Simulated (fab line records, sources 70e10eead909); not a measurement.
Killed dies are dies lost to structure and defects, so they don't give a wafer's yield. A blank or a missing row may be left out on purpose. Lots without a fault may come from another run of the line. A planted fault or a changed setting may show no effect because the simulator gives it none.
Chamber matching | flow nand_harc | NHARC_P_M1_DEP_33 on pecvd-04: 3 sister chambers
The step deposits SiCN, target thk 30 nm. 6 wafers are shown with their chamber, then 7 later ones without.

WAFERS WITH THEIR CHAMBER
wafer  | chamber | heater_power_w (W)
L083.5 | 2       | 481
L083.6 | 1       | 554
L084.3 | 1       | 606
L084.5 | 0       | 433
L089.2 | 2       | 524
L089.3 | 0       | 552

WAFERS WITHOUT THEIR CHAMBER
wafer  | heater_power_w (W)
L089.5 | 653
L095.1 | 634
L095.2 | 530
L095.5 | 453
L097.2 | 527
L097.3 | 553
L097.6 | 561

WHICH CHAMBER EACH WENT THROUGH
wafer  | from the rows above          | in truth
L089.5 | can't be placed: 1 or 2 or 0 | 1
L095.1 | can't be placed: 1 or 2 or 0 | 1
L095.2 | can't be placed: 2 or 0 or 1 | 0
L095.5 | can't be placed: 0 or 2 or 1 | 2
L097.2 | can't be placed: 2 or 0 or 1 | 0
L097.3 | can't be placed: 1 or 2 or 0 | 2
L097.6 | can't be placed: 1 or 2 or 0 | 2
Placed correctly: 0 of 7. Can't be placed from these rows: 7 (the true chamber is among the candidates in 7). Placed wrongly: 0.
How it was worked out, from the rows above alone: a wafer's distance from a chamber is the root of the sum, over the readings, of the square of ((its reading less the chamber's mean) divided by the reading's scatter). The wafer belongs to the nearest chamber; if the next one is less than 2 further off, it can't be placed. A chamber's mean is the mean of its shown wafers. The scatter: the root of (the sum of the squares of (reading less its chamber's mean) over the shown wafers, divided by (wafers less chambers)).
